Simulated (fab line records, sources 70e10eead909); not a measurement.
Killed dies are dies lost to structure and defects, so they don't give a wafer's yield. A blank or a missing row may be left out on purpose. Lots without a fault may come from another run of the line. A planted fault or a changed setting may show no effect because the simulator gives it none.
fab line records | flow nand_harc
record lots=6 wafers=18 last_day=33
route steps=1302 shown A_WL_FILL@956
lots that met no fault: from a run of the same line without faults
start_h: hours from the record's first day to the start of the lot's first wafer shown | wait_h: hours since the lot's step before | " the same as in the row above | L1.1+2: a row that stands for several wafers | - no value, or no start given | * or withheld: withheld | < > ~ a bound
route shown NAME@n: a module of which the file shows steps, and the number in the route of the first | usual: mean/standard deviation of fault-free wafers | same: alike in all rows | chamber/n: place in a boat | sites: the reading at each site | _std_site: their standard deviation | _edge_site: outer sites' mean less inner sites' | radius_mm: how far each site lies from the wafer's centre | mask NAME#n: copy n | behind: the tool/chamber that last shaped the wafer | hold: why the lot was held/for how many hours/how that ended | device: the transistor (n, p or np) that didn't switch | end of line: the same wafers' tests at the end of the route | a step without rows: its recipe alone | killed: dies lost to structure and defects at the first sort, not the wafer's yield | map: a wafer's dies, x killed, . not, _ none there
set.NAME: the setting as run; set.NAME@STEP: as run at that earlier step | model.NAME: the simulator's own value behind a step, which no gauge read
lots at some steps of the route; a table a step, a row a wafer
services: from which hour (start_h, from the record's first day; less than 0 if before it) a tool's chamber was out of use, for how many hours, and why
## steps
# step NHARC_A_WL_FILL_CVD_03
# recipe target_thk_a=400 temp_c=300 pressure_torr=40 wf6_flow_sccm=40 h2_flow_sccm=1600 ar_flow_sccm=1560 time_s=279 material=W
# usual chamber_pressure_Torr=40.01/0.084 heater_power_w=463/30 mfc_wf6_sccm=40.01/0.13 throttle_valve_pct=7.79/0.29
# columns lot.wafer tool chamber start_h wait_h chamber_pressure_Torr heater_power_w mfc_wf6_sccm throttle_valve_pct
L906.2 cvd_w-01 1 506.86 0.1 40.06 511 39.94 7.40
L906.1 " 0 " " 40.08 448 39.93 7.92
L906.5 " 1 " " 40.09 497 39.87 7.20
L908.2 cvd_w-02 1 549.88 0.1 39.90 440 40.07 8.06
L908.6 " 0 " " 40.15 492 39.92 8.02
L908.5 " 1 " " 40.06 435 40.09 7.89
L911.2 cvd_w-02 1 558.99 0.1 40.09 440 39.93 7.88
L911.6 " 1 " " 39.97 436 39.70 8.07
L911.5 " 0 " " 40.18 487 39.77 7.68
L912.1 cvd_w-02 1 571.30 0.1 40.02 438 40.00 7.80
L912.2 " 0 " " 40.01 492 40.13 7.76
L912.3 " 0 " " 40.13 487 40.01 7.55
L913.3 cvd_w-02 0 575.04 0.2 39.92 492 40.31 7.78
L913.6 " 0 " " 40.05 486 40.19 8.03
L913.5 " 1 " " 40.04 432 39.85 8.03
L922.2 cvd_w-02 0 689.43 0.1 39.92 462 40.10 7.81
L922.4 " 0 " " 39.99 468 39.88 8.03
L922.6 " 1 " " 40.08 429 39.96 8.06
# step NHARC_A_WL_FILL_ETCHBACK_04
# recipe target_depth_a=600 time_s=120 chemistry=NF3
# usual drypump_motor_current_A=5.5/0.4 oes_product_au=1.002/0.012 run_length_s=141.2/0.51
# columns lot.wafer tool chamber start_h wait_h drypump_motor_current_A oes_product_au rf_hours_counter_h run_length_s
L906.2 rie_metal-01 0 507.23 0.3 4.9 1.011 1.8 140.4
L906.1 " 1 " " 6.0 1.014 1.8 141.4
L906.5 " 0 " " 4.9 1.015 - 140.6
L908.2 rie_metal-02 0 550.24 0.3 5.8 0.985 1.5 140.5
L908.5 " 1 " " 5.9 1.014 - 141.9
L908.6 " 0 " " 5.8 0.973 - 140.8
L911.2 rie_metal-03 1 559.36 0.3 5.4 0.994 0.5 141.3
L911.6 " 1 " " 5.4 1.002 - 141.6
L911.5 " 0 " " 5.2 1.013 - 141.3
L912.1 rie_metal-03 0 571.68 0.3 5.2 1.007 1.0 142.0
L912.2 " 1 " " 5.4 0.997 1.0 141.2
L912.3 " 1 " " 5.4 0.997 - 141.5
L913.3 rie_metal-02 0 575.38 0.3 5.8 0.974 - 140.5
L913.6 " 0 " " 5.8 0.972 - 140.8
L913.5 " 1 " " 5.9 1.002 - 142.0
L922.2 rie_metal-03 1 689.77 0.3 5.4 0.992 1.6 141.3
L922.4 " 0 " " 5.2 1.011 - 141.4
L922.6 " 0 " " 5.2 1.011 - 141.4
# step NHARC_A_WL_FILL_ETCHBACK_05
# recipe target_depth_a=220 time_s=60 temp_c=40 chemistry=Cl2/BCl3
# usual drypump_motor_current_A=5.5/0.4 oes_product_au=1.003/0.013 run_length_s=81.2/0.49
# columns lot.wafer tool chamber start_h wait_h drypump_motor_current_A oes_product_au rf_hours_counter_h run_length_s
L906.1 rie_metal-01 1 507.48 0.2 6.0 1.024 1.9 81.7
L906.2 " 0 " " 4.9 1.006 1.9 80.9
L906.5 " 0 " " 4.9 1.002 - 80.5
L908.2 rie_metal-02 1 550.46 0.2 5.9 0.991 1.6 81.5
L908.6 " 0 " " 5.8 0.990 - 80.5
L908.5 " 1 " " 5.9 1.005 - 81.6
L911.2 rie_metal-03 1 559.61 0.2 5.4 0.993 0.6 81.5
L911.6 " 0 " " 5.2 1.012 - 81.2
L911.5 " 1 " " 5.4 0.993 - 81.5
L912.2 rie_metal-03 1 571.92 0.2 5.4 1.000 1.1 81.7
L912.1 " 0 " " 5.2 1.001 1.1 81.2
L912.3 " 1 " " 5.4 1.003 - 81.2
L913.3 rie_metal-02 0 575.57 0.2 5.7 0.982 - 80.6
L913.5 " 0 " " 5.8 0.984 - 80.3
L913.6 " 1 " " 5.9 1.005 - 82.1
L922.2 rie_metal-03 0 690.01 0.2 5.2 1.006 4.1 81.5
L922.4 " 1 " " 5.4 0.986 - 81.8
L922.6 " 1 " " 5.4 0.988 - 81.2
# step NHARC_A_WL_FILL_STRIP_27
# recipe power_w=1500 temp_c=250 time_s=20 chemistry=N2/H2
# step NHARC_A_WL_FILL_STRIP_28
# recipe time_s=1200 temp_c=72.5 chemistry=post_etch_residue_remover
# step NHARC_A_WL_FILL_PRECLEAN_06
# recipe time_s=300 chemistry=DIW
# step NHARC_A_WL_FILL_SRD_07
# step NHARC_A_WL_FILL_ANNEAL_08
# recipe temp_c=450 time_s=1800
# step NHARC_A_WL_FILL_ALD_10
# recipe target_thk_a=500 pulse_time_s=10 ald_cycles=500 temp_c=300 material=SiO2
# step NHARC_A_WL_FILL_ETCHBACK_16
# recipe target_depth_a=1200 time_s=24 c4f8_flow_sccm=withheld o2_flow_sccm=8 ar_flow_sccm=withheld rf_w=600 bias_w=800 chemistry=C4F8/O2/Ar
# usual oes_product_au=0.97/0.035 rf_vpp_V=723/4.5 run_length_s=45.3/0.39
# columns lot.wafer tool chamber start_h wait_h oes_product_au rf_hours_counter_h rf_vpp_V run_length_s
L906.2 rie_diel-03 0 - - 0.99 3.8 718 45.9
L906.1 " 1 " " 0.98 3.9 718 45.7
L906.5 " 0 " " 0.98 - 716 45.8
L908.2 rie_diel-03 2 - - 0.99 4.2 725 45.0
L908.5 " 1 " " 1.00 - 718 45.3
L908.6 " 2 " " 0.99 - 725 44.8
L911.2 rie_diel-03 0 - - 0.92 5.6 717 45.5
L911.5 " 1 " " 0.92 - 718 45.2
L911.6 " 2 " " 0.92 - 724 45.1
L912.2 rie_diel-06 1 - - 1.00 2.4 719 45.0
L912.3 " 3 " " 0.98 2.1 731 44.8
L912.1 " 0 " " 1.02 2.3 719 45.4
L913.3 rie_diel-03 3 - - 1.00 5.5 728 45.6
L913.5 " 2 " " 1.00 - 726 45.3
L913.6 " 3 " " 1.00 - 728 45.7
L922.2 rie_diel-06 2 - - 0.96 0.9 719 44.5
L922.4 " 0 " " 0.99 0.9 720 45.3
L922.6 " 2 " " 0.96 - 720 44.7
# step NHARC_A_WL_FILL_STRIP_29
# recipe time_s=20 o2_flow_sccm=500 ar_flow_sccm=0 bias_w=0 chemistry=O2
# usual drypump_motor_current_A=5.7/0.38 oes_product_au=1.001/0.013 rf_vpp_V=57.8/1 showerhead_plenum_p_Torr=3.52/0.15 throttle_valve_pct=17.037/0.0095
# columns lot.wafer tool chamber start_h wait_h drypump_motor_current_A oes_product_au rf_hours_counter_h rf_vpp_V showerhead_plenum_p_Torr throttle_valve_pct
L906.1 rie_diel-03 0 521.76 0.1 6.0 0.997 3.8 57.0 3.32 17.058
L906.2 " 1 " " 5.9 1.001 3.9 56.5 3.37 17.054
L906.5 " 0 " " 6.0 0.990 - 58.0 3.32 17.039
L908.2 rie_diel-03 1 561.86 0.1 5.9 1.001 5.7 58.6 3.37 17.024
L908.6 " 0 " " 6.0 0.981 - 57.0 3.32 17.038
L908.5 " 1 " " 5.9 1.001 - 58.2 3.37 17.038
L911.2 rie_diel-03 2 569.86 0.1 4.8 1.003 4.3 57.5 3.60 17.051
L911.6 " 1 " " 5.9 1.001 - 55.7 3.37 17.023
L911.5 " 2 " " 4.8 0.995 - 57.7 3.60 17.036
L912.2 rie_diel-06 1 581.73 0.1 5.8 1.003 2.4 56.5 3.36 17.027
L912.1 " 3 " " 5.2 0.992 2.2 58.8 3.79 17.042
L912.3 " 0 " " 6.0 1.025 2.3 58.0 3.41 17.037
L913.3 rie_diel-03 3 585.79 0.1 5.5 0.998 5.5 56.9 3.70 17.038
L913.6 " 0 " " 6.0 0.992 - 55.2 3.32 17.029
L913.5 " 1 " " 6.0 1.002 - 55.1 3.37 17.022
L922.2 rie_diel-06 0 699.82 0.1 6.0 1.018 0.9 57.9 3.41 17.049
L922.4 " 1 " " 5.9 0.988 1.1 57.6 3.36 17.036
L922.6 " 3 " " 5.3 1.007 - 57.7 3.79 17.040
# step NHARC_A_WL_FILL_ETCHBACK_17
# recipe target_depth_a=40 time_s=26.7 chemistry=Cl2/BCl3
# usual drypump_motor_current_A=5.5/0.43 oes_product_au=1.004/0.011 run_length_s=47.9/0.48
# columns lot.wafer tool chamber start_h wait_h drypump_motor_current_A oes_product_au rf_hours_counter_h run_length_s
L906.2 rie_metal-01 0 521.84 - 4.9 1.017 2.2 47.1
L906.1 " 1 " " 6.0 1.014 2.2 48.2
L906.5 " 0 " " 4.9 1.009 - 47.1
L908.2 rie_metal-02 0 561.94 - 5.8 0.989 1.9 37.8
L908.6 " 0 " " 5.7 0.975 - 37.9
L908.5 " 1 " " 5.9 0.999 - 48.6
L911.2 rie_metal-02 0 569.97 - 5.8 0.980 2.0 37.9
L911.5 " 1 " " 5.9 0.991 - 48.1
L911.6 " 0 " " 5.8 0.971 - 37.8
L912.1 rie_metal-03 0 581.83 - 5.2 1.007 1.2 48.1
L912.2 " 0 " " 5.2 1.013 - 48.2
L912.3 " 0 " " 5.2 1.008 - 47.9
L913.3 rie_metal-01 1 585.90 - 6.0 1.002 - 48.1
L913.5 " 1 " " 6.0 1.002 - 48.0
L913.6 " 0 " " 4.9 0.999 - 47.8
L922.2 rie_metal-02 0 699.90 - 5.8 0.998 1.4 47.2
L922.4 " 1 " " 5.9 0.997 - 48.3
L922.6 " 1 " " 5.9 1.008 - 48.2
# step NHARC_A_WL_FILL_PRECLEAN_18
# recipe time_s=30 chemistry=dHF
## services
# columns tool chamber start_h hours kind
rie_diel-06 - 484.24 9.0 pm
rie_diel-03 2 486.18 14.0 repair
rie_diel-06 - 500.15 0.2 repair
cvd_w-02 0 503.10 7.4 repair
rie_diel-03 2 507.46 10.5 repair
rie_metal-03 - 519.00 9.0 pm
rie_diel-06 3 523.35 2.8 repair
rie_diel-06 2 540.74 62.7 repair
rie_diel-06 3 545.33 2.2 repair
rie_metal-01 - 575.00 9.0 pm
rie_metal-03 1 579.23 79.4 repair
rie_metal-01 0 604.52 6.3 repair
rie_metal-01 - 606.38 0.9 repair
rie_diel-03 3 622.05 7.3 repair
rie_diel-03 1 622.54 1.3 repair
rie_diel-03 - 629.34 2.4 repair
rie_metal-02 - 631.00 9.0 pm
cvd_w-02 - 631.35 13.0 pm
rie_diel-03 1 633.18 5.2 repair
rie_diel-03 - 635.30 9.0 pm
rie_diel-03 2 648.38 7.6 repair
rie_diel-03 0 653.53 22.9 repair
rie_diel-06 - 661.24 9.0 pm
rie_metal-03 - 696.00 9.0 pm
## key
first_sign step=NHARC_A_WL_FILL_ETCHBACK_17 reading=run_length_s direction=down sigmas=21 usual=* struck=*
effect none on later readings
met_at NHARC_A_WL_FILL_ETCHBACK_17
struck_wafers L908.2,L908.6,L911.2,L911.6
later_rows_left_out L908.2,L908.6,L911.2,L911.6
sort_left_out L908.2,L908.6,L911.2,L911.6
tester_left_out L908,L911
fault kind=process_parameter_drift tool=rie_metal-02 chamber=0 onset_h=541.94 steps=NHARC_A_WL_FILL_ETCHBACK_17 channel=time_s offset=* shape=step end_h=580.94 acts_in=* stated=*
# tester_left_out: of these lots the tester's yield and bins aren't shown, on N5 and GAA mostly nor the transistor test; their killed dies are dies lost to structure and defects alone, not to doping, threshold or leakage, so they don't give the yield
# sort_left_out: the simulated sort isn't trusted on such a fault, so these wafers' sort isn't shown, and their yield isn't known
# later_rows_left_out: the simulator's readings of these wafers behind a module that went badly wrong aren't trusted and aren't shown, but for the sort
